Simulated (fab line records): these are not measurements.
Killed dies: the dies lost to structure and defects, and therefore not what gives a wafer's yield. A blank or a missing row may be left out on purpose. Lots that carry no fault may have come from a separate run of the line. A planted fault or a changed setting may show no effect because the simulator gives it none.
fab line records -- flow nand_harc
record: lots: 12, wafers: 36, last_day: 33
route steps=1302 shown P_ZERO_WELL@31 P_STI@91 END@1302
lots that met no fault: taken from a fault-free run of the same line
start_h: start of the lot's first displayed wafer, in hours after the record's first day -- wait_h: hours elapsed since this lot's preceding step -- " identical to the entry in the row above -- L1.1+2: a row that stands for several wafers -- - either no value or no given start -- * or withheld: withheld -- < > ~ a bound
route shown NAME@n: a module of which the file shows steps, and the number in the route of the first -- usual: mean/standard deviation taken from wafers without a fault -- same: alike in all rows -- chamber/n: place in a boat -- sites: per-site readings -- _std_site: their standard deviation -- _edge_site: the outer-site mean with the inner-site mean subtracted -- radius_mm: for every site, how far away it sits from the centre of the wafer -- mask NAME#n: copy n -- behind: the last tool/chamber to shape the wafer -- hold: the reason the lot was held/the length of the hold in hours/how it ended -- device: whichever transistor did not switch (one of n, p or np) -- end of line: tests run on the same wafers once the route is complete -- where a step has no rows: the recipe by itself -- killed: at the first sort, the dies lost to defects and structure; wafer yield is something else -- map: shows each die of a wafer: x if killed, . if not, _ if none is there
set.NAME: the setting the step ran with; set.NAME@STEP: the setting that earlier step ran with -- model.NAME: the simulator's own value behind a step, which no gauge read
steps of the route over a sample of lots; a table a step, a row a wafer
services: from which hour (start_h, from the record's first day; less than 0 if before it) a tool's chamber was out of use, for how many hours, and why
== steps ==
step: NHARC_P_ZERO_WELL_DESCUM_26
recipe: time_s: 3, o2_flow_sccm: 200, ar_flow_sccm: 0, bias_power_w: 0, chemistry: O2
usual: drypump_motor_current_A: 5.7/0.43, oes_product_au: 0.999/0.0073, rf_vpp_V: 57.7/0.94, showerhead_plenum_p_Torr: 1.87/0.048, throttle_valve_pct: 11.311/0.0092
same: bias_power_w: 0
lot.wafer,tool,chamber,start_h,wait_h,drypump_motor_current_A,oes_product_au,rf_hours_counter_h,rf_vpp_V,showerhead_plenum_p_Torr,throttle_valve_pct
L695.1,rie_diel-07,1,22.78,-,5.7,1.000,21,58.3,1.90,11.314
L695.3,rie_diel-07,3,22.78,-,5.5,0.996,18,58.8,1.95,11.297
L695.6,rie_diel-07,0,22.78,-,5.5,0.989,-,57.5,1.80,11.299
L697.3,rie_diel-04,0,42.76,-,5.6,1.001,9,58.2,1.81,11.309
L697.2,rie_diel-04,3,42.76,-,6.4,0.999,8,57.7,1.93,11.317
L697.4,rie_diel-04,3,42.76,-,6.3,0.994,-,58.6,1.93,11.302
L700.2,rie_diel-04,3,72.73,-,6.3,0.986,18,57.8,1.93,11.318
L700.1,rie_diel-04,0,72.73,-,5.6,0.991,20,58.3,1.81,11.324
L700.6,rie_diel-04,3,72.73,-,6.3,0.990,-,58.0,1.93,11.317
L701.1,rie_diel-07,1,83.60,-,5.7,0.990,42,56.4,1.89,11.303
L701.4,rie_diel-07,2,83.60,-,5.4,1.001,43,56.1,1.85,11.305
L701.5,rie_diel-07,1,83.60,-,5.7,0.994,-,58.3,1.89,11.328
L702.1,rie_diel-04,0,93.18,-,5.6,0.993,30,58.2,1.80,11.315
L702.6,rie_diel-04,0,93.18,-,5.6,0.989,-,56.8,1.80,11.315
L702.4,rie_diel-04,2,93.18,-,5.7,1.000,-,57.3,1.95,11.326
L703.2,rie_diel-12,2,102.91,-,6.0,0.989,1,56.5,1.84,11.303
L703.5,rie_diel-12,1,102.91,-,5.2,0.988,-,58.1,1.90,11.312
L703.6,rie_diel-12,2,102.91,-,6.0,0.985,-,59.6,1.84,11.311
L709.4,rie_diel-07,0,162.81,-,5.5,1.006,12,56.5,1.79,11.308
L709.3,rie_diel-07,1,162.81,-,5.7,1.006,12,58.3,1.88,11.321
L709.6,rie_diel-07,1,162.81,-,5.7,0.997,-,57.8,1.88,11.309
L712.3,rie_diel-12,1,192.79,-,5.1,0.990,33,57.9,1.89,11.316
L712.2,rie_diel-12,2,192.79,-,6.0,0.990,34,57.9,1.83,11.321
L712.5,rie_diel-12,2,192.79,-,6.0,0.999,-,58.7,1.83,11.304
L715.3,rie_diel-07,2,223.61,-,5.4,1.008,29,56.8,1.84,11.306
L715.2,rie_diel-07,3,223.61,-,5.5,1.003,29,57.7,1.93,11.314
L715.5,rie_diel-07,0,223.61,-,5.5,1.004,-,57.2,1.78,11.325
L716.3,rie_diel-12,1,232.94,-,5.1,0.999,44,56.8,1.89,11.297
L716.5,rie_diel-12,2,232.94,-,6.1,0.983,-,58.5,1.83,11.296
L716.6,rie_diel-12,3,232.94,-,5.8,0.997,-,57.1,1.86,11.309
L717.3,rie_diel-12,3,242.66,-,5.7,1.002,38,58.9,1.86,11.317
L717.2,rie_diel-12,0,242.66,-,6.5,1.005,41,58.5,1.83,11.312
L717.6,rie_diel-12,0,242.66,-,6.6,1.016,-,57.5,1.83,11.330
L718.3,rie_diel-12,1,252.75,-,5.2,1.001,53,57.5,1.89,11.316
L718.5,rie_diel-12,0,252.75,-,6.6,1.009,-,55.1,1.83,11.304
L718.6,rie_diel-12,1,252.75,-,5.2,1.002,-,57.5,1.89,11.309
step: NHARC_P_ZERO_WELL_EXPOSE_34
recipe: na: 0.6, target_cd_nm: 720, dose_mj: 22.31, mask_id: P_PWELL
usual: focus_offset_nm: 0.0/0.47
lot.wafer,tool,chamber,start_h,wait_h,mask,focus_offset_nm
L695.1,krf_scanner-02,0,23.96,-,P_PWELL#0,-0.7
L695.3,krf_scanner-02,0,23.96,-,P_PWELL#0,-0.3
L695.6,krf_scanner-02,0,23.96,-,P_PWELL#0,0.3
L697.2,krf_scanner-03,0,44.11,-,P_PWELL#0,0.4
L697.3,krf_scanner-03,0,44.11,-,P_PWELL#0,0.3
L697.4,krf_scanner-03,0,44.11,-,P_PWELL#0,1.0
L700.1,krf_scanner-04,0,74.09,-,P_PWELL#0,0.0
L700.2,krf_scanner-04,0,74.09,-,P_PWELL#0,-0.6
L700.6,krf_scanner-04,0,74.09,-,P_PWELL#0,-0.5
L701.1,krf_scanner-03,0,84.91,-,P_PWELL#0,-0.4
L701.4,krf_scanner-03,0,84.91,-,P_PWELL#0,0.2
L701.5,krf_scanner-03,0,84.91,-,P_PWELL#0,0.0
L702.1,krf_scanner-03,0,94.41,-,P_PWELL#0,0.7
L702.4,krf_scanner-03,0,94.41,-,P_PWELL#0,0.0
L702.6,krf_scanner-03,0,94.41,-,P_PWELL#0,0.4
L703.2,krf_scanner-03,0,104.11,-,P_NWELL#0,-0.3
L703.5,krf_scanner-03,0,104.11,-,P_NWELL#0,0.5
L703.6,krf_scanner-03,0,104.11,-,P_NWELL#0,-0.1
L709.3,krf_scanner-02,0,164.14,-,P_PWELL#0,0.4
L709.4,krf_scanner-02,0,164.14,-,P_PWELL#0,0.1
L709.6,krf_scanner-02,0,164.14,-,P_PWELL#0,0.0
L712.2,krf_scanner-04,0,194.12,-,P_PWELL#0,-0.5
L712.3,krf_scanner-04,0,194.12,-,P_PWELL#0,0.0
L712.5,krf_scanner-04,0,194.12,-,P_PWELL#0,0.3
L715.2,krf_scanner-04,0,224.78,-,P_PWELL#0,-0.2
L715.3,krf_scanner-04,0,224.78,-,P_PWELL#0,-0.2
L715.5,krf_scanner-04,0,224.78,-,P_PWELL#0,-0.4
L716.3,krf_scanner-03,0,234.29,-,P_PWELL#0,-0.2
L716.5,krf_scanner-03,0,234.29,-,P_PWELL#0,0.3
L716.6,krf_scanner-03,0,234.29,-,P_PWELL#0,0.6
L717.2,krf_scanner-02,0,244.00,-,P_PWELL#0,0.0
L717.3,krf_scanner-02,0,244.00,-,P_PWELL#0,0.2
L717.6,krf_scanner-02,0,244.00,-,P_PWELL#0,-0.7
L718.3,krf_scanner-03,0,254.06,-,P_PWELL#0,0.4
L718.5,krf_scanner-03,0,254.06,-,P_PWELL#0,-0.4
L718.6,krf_scanner-03,0,254.06,-,P_PWELL#0,0.4
step: NHARC_P_ZERO_WELL_CD_MEAS_37
recipe: target_cd_nm: 720, landing_energy_ev: 500
usual: cd_nm: 719.7/1.4
lot.wafer,tool,chamber,start_h,wait_h,cd_nm
L695.1,cd_sem-01,0,24.12,-,719.3
L695.3,cd_sem-01,0,24.12,-,720.2
L695.6,cd_sem-01,0,24.12,-,718.5
L697.2,cd_sem-02,0,44.26,-,718.9
L697.3,cd_sem-02,0,44.26,-,719.7
L697.4,cd_sem-02,0,44.26,-,718.8
L700.1,cd_sem-01,0,74.24,-,720.9
L700.2,cd_sem-01,0,74.24,-,719.0
L700.6,cd_sem-01,0,74.24,-,719.9
L701.1,cd_sem-03,0,85.07,-,718.7
L701.4,cd_sem-03,0,85.07,-,718.8
L701.5,cd_sem-03,0,85.07,-,718.5
L702.1,cd_sem-03,0,94.57,-,723.4
L702.4,cd_sem-03,0,94.57,-,720.3
L702.6,cd_sem-03,0,94.57,-,721.0
L703.2,cd_sem-03,0,104.26,-,-
L703.5,cd_sem-03,0,104.26,-,-
L703.6,cd_sem-03,0,104.26,-,-
L709.3,cd_sem-02,0,164.29,-,722.3
L709.4,cd_sem-02,0,164.29,-,721.9
L709.6,cd_sem-02,0,164.29,-,722.0
L712.2,cd_sem-02,0,194.27,-,719.1
L712.3,cd_sem-02,0,194.27,-,718.0
L712.5,cd_sem-02,0,194.27,-,718.9
L715.2,cd_sem-01,0,224.94,-,718.5
L715.3,cd_sem-01,0,224.94,-,718.8
L715.5,cd_sem-01,0,224.94,-,718.7
L716.3,cd_sem-03,0,234.44,-,719.6
L716.5,cd_sem-03,0,234.44,-,719.5
L716.6,cd_sem-03,0,234.44,-,719.6
L717.2,cd_sem-01,0,244.16,-,717.7
L717.3,cd_sem-01,0,244.16,-,717.6
L717.6,cd_sem-01,0,244.16,-,717.8
L718.3,cd_sem-02,0,254.22,-,722.0
L718.5,cd_sem-02,0,254.22,-,722.1
L718.6,cd_sem-02,0,254.22,-,719.6
step: NHARC_P_STI_CD_MEAS_16
usual: cd_nm: 199.3/1.6
lot.wafer,tool,chamber,start_h,wait_h,cd_nm
L695.1,cd_sem-02,-,46.78,-,199.3
L695.3,cd_sem-02,-,46.78,-,200.1
L695.6,cd_sem-02,-,46.78,-,198.5
L697.2,cd_sem-03,-,65.22,-,201.3
L697.3,cd_sem-03,-,65.22,-,200.3
L697.4,cd_sem-03,-,65.22,-,199.8
L700.1,cd_sem-03,-,95.22,-,198.5
L700.2,cd_sem-03,-,95.22,-,196.8
L700.6,cd_sem-03,-,95.22,-,199.2
L701.1,cd_sem-02,-,106.06,-,199.6
L701.4,cd_sem-02,-,106.06,-,197.7
L701.5,cd_sem-02,-,106.06,-,199.0
L702.1,cd_sem-01,-,114.06,-,199.2
L702.4,cd_sem-01,-,114.06,-,201.1
L702.6,cd_sem-01,-,114.06,-,198.5
L709.3,cd_sem-02,-,185.28,-,198.9
L709.4,cd_sem-02,-,185.28,-,199.4
L709.6,cd_sem-02,-,185.28,-,197.9
L712.2,cd_sem-01,-,213.68,-,197.1
L712.3,cd_sem-01,-,213.68,-,197.2
L712.5,cd_sem-01,-,213.68,-,201.9
L715.2,cd_sem-03,-,248.53,-,200.5
L715.3,cd_sem-03,-,248.53,-,199.9
L715.5,cd_sem-03,-,248.53,-,200.4
L716.3,cd_sem-03,-,256.55,-,201.5
L716.5,cd_sem-03,-,256.55,-,201.9
L716.6,cd_sem-03,-,256.55,-,200.6
L717.2,cd_sem-02,-,265.14,-,198.5
L717.3,cd_sem-02,-,265.14,-,197.8
L717.6,cd_sem-02,-,265.14,-,199.5
L718.3,cd_sem-03,-,273.31,-,201.2
L718.5,cd_sem-03,-,273.31,-,202.7
L718.6,cd_sem-03,-,273.31,-,201.8
step: NHARC_P_STI_CMP_21
recipe: t_overpolish_s: 20, target_thk_nm: 380.67
usual: motor_current_A: 12.5/0.69, overpolish_run_s: 20.000/0.0098
lot.wafer,tool,chamber,start_h,wait_h,motor_current_A,overpolish_run_s
L695.3,cmp-04,1,61.72,0.4,12.1,20.018
L695.1,cmp-04,3,61.72,0.4,12.7,19.993
L695.6,cmp-04,0,61.72,0.4,12.7,20.014
L697.4,cmp-04,3,82.98,0.4,12.3,19.988
L697.3,cmp-04,0,82.98,0.4,11.8,20.008
L697.2,cmp-04,1,82.98,0.4,13.4,19.980
L700.2,cmp-01,1,114.97,0.4,12.2,20.002
L700.1,cmp-01,0,114.97,0.4,12.6,20.005
L700.6,cmp-01,2,114.97,0.4,13.0,20.022
L701.4,cmp-01,1,124.22,0.4,12.0,20.005
L701.1,cmp-01,2,124.22,0.4,12.7,20.013
L701.5,cmp-01,1,124.22,0.4,11.8,19.998
L702.4,cmp-01,0,131.65,0.4,12.5,19.998
L702.1,cmp-01,1,131.65,0.4,12.6,20.003
L702.6,cmp-01,1,131.65,0.4,11.8,19.992
L709.4,cmp-01,3,207.33,0.4,11.9,19.991
L709.3,cmp-01,0,207.33,0.4,12.7,19.984
L709.6,cmp-01,2,207.33,0.4,12.4,19.993
L712.2,cmp-04,2,230.28,0.4,11.8,19.995
L712.3,cmp-04,0,230.28,0.4,12.5,20.009
L712.5,cmp-04,3,230.28,0.4,12.7,20.009
L715.3,cmp-03,2,271.30,0.4,12.2,20.007
L715.2,cmp-03,0,271.30,0.4,13.1,20.001
L715.5,cmp-03,2,271.30,0.4,13.4,20.006
L716.3,cmp-03,1,275.79,0.4,14.0,20.018
L716.6,cmp-03,2,275.79,0.4,12.8,19.996
L716.5,cmp-03,3,275.79,0.4,11.3,19.996
L717.2,cmp-03,1,283.96,0.4,13.7,19.994
L717.3,cmp-03,2,283.96,0.4,12.7,20.004
L717.6,cmp-03,0,283.96,0.4,13.5,20.008
L718.3,cmp-04,1,290.77,0.4,12.2,20.007
L718.5,cmp-04,0,290.77,0.4,12.2,19.999
L718.6,cmp-04,1,290.77,0.4,12.6,20.020
step: NHARC_END_SORT_01
recipe: temp_c: 25
usual: killed_at_array: 52/20, killed_at_other: 1.0/1.3, killed_at_periphery: 3.7/2.2, killed_dies: 57/20, killed_open: 3.2/1.6, killed_short: 2.4/1.6
same: gross_dies: 677
lot.wafer,tool,chamber,start_h,wait_h,killed_at_array,killed_at_other,killed_at_periphery,killed_dies,killed_open,killed_short
L703.2,prober-01,0,641.21,2.8,61,1,615,677,5,5
L703.5,prober-01,0,643.60,3.7,54,0,623,677,1,3
L703.6,prober-01,0,644.40,4.0,47,1,629,677,4,1
killed by level:class
L703.2 P_ZERO_WELL:area_expose=611 A_CHANNEL_HOLE_D1:chamber_film_flake=29 A_CHANNEL_HOLE_D2:chamber_film_flake=16 A_STAIRCASE:chamber_film_flake=3 A_SLIT:chamber_film_flake=3 P_CONTACT:geometric_particle:open=2 A_CHANNEL_FILL_D2:geometric_particle:short=2 A_CONTACT:chamber_film_flake=2
L703.5 P_ZERO_WELL:area_expose=620 A_CHANNEL_HOLE_D1:chamber_film_flake=28 A_CHANNEL_HOLE_D2:chamber_film_flake=17 A_STAIRCASE:chamber_film_flake=3 P_ZERO_WELL:chamber_film_flake=2 A_CHANNEL_HOLE_D1:geometric_particle:short=1 A_CHANNEL_FILL_D1:geometric_particle:short=1 A_DECK1_JOINT:geometric_particle:open=1
L703.6 P_ZERO_WELL:area_expose=626 A_CHANNEL_HOLE_D1:chamber_film_flake=30 A_CHANNEL_HOLE_D2:chamber_film_flake=11 P_ZERO_WELL:chamber_film_flake=2 A_SOURCE_PLATE:geometric_particle:open=1 A_CHANNEL_FILL_D1:geometric_particle:short=1 A_DECK1_JOINT:geometric_particle:open=1 A_CHANNEL_HOLE_D2:geometric_particle:open=1
== services ==
tool,chamber,start_h,hours,kind
rie_diel-07,3,2.04,2.8,repair
rie_diel-07,1,3.08,2.9,repair
cmp-04,-,14.11,3.6,repair
rie_diel-07,3,23.87,2.7,repair
cmp-01,-,35.85,1.5,repair
cmp-04,-,36.08,4.0,pm
rie_diel-07,0,46.80,7.3,repair
krf_scanner-03,-,52.00,4.0,pm
cmp-01,-,85.55,10.4,repair
rie_diel-12,-,91.78,9.0,pm
cmp-01,-,95.98,4.0,pm
cmp-04,-,102.48,3.9,repair
rie_diel-07,1,109.79,4.7,repair
rie_diel-07,-,117.29,9.0,pm
cmp-01,-,118.64,2.2,repair
cmp-04,-,134.08,4.0,pm
rie_diel-12,0,138.79,6.6,repair
rie_diel-12,3,165.03,13.8,repair
rie_diel-07,3,173.98,3.1,repair
cmp-01,-,193.98,4.0,pm
krf_scanner-03,-,214.60,0.7,repair
krf_scanner-03,-,224.00,4.0,pm
rie_diel-12,2,240.43,25.3,repair
rie_diel-12,-,268.96,9.0,pm
== key ==
first_sign: step: NHARC_P_ZERO_WELL_EXPOSE_34, reading: mask, direction: changed
effect: step: NHARC_P_ZERO_WELL_CD_MEAS_37, reading: cd_nm, direction: missing
effect: step: NHARC_END_SORT_01, reading: killed_at_periphery, direction: up, sigmas: 99+, usual: 3.7, struck: 622.3
more_kills_born_at: NHARC_P_ZERO_WELL_EXPOSE_34@krf_scanner-03: 1857
met_at NHARC_P_ZERO_WELL_EXPOSE_34
struck_lots L703
later_rows_left_out L703.2,L703.5,L703.6
tester_left_out L703
not_acting_at NHARC_P_ZERO_WELL_DESCUM_26,NHARC_P_STI_CD_MEAS_16,NHARC_P_STI_CMP_21
onset_between 94.41 104.11
fault: kind: wrong_mask, tool: any, chamber: -, onset_h: 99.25, steps: NHARC_P_ZERO_WELL_EXPOSE_34, aux_copy: P_NWELL#0, scope: struck_lots_only
tester_left_out: of these lots the tester's yield and bins aren't shown, on N5 and GAA mostly nor the transistor test; their killed dies are dies lost to structure and defects alone, not to doping, threshold or leakage, so they don't give the yield
later_rows_left_out: the simulator's readings of these wafers behind a module that went badly wrong aren't trusted and aren't shown, but for the sort
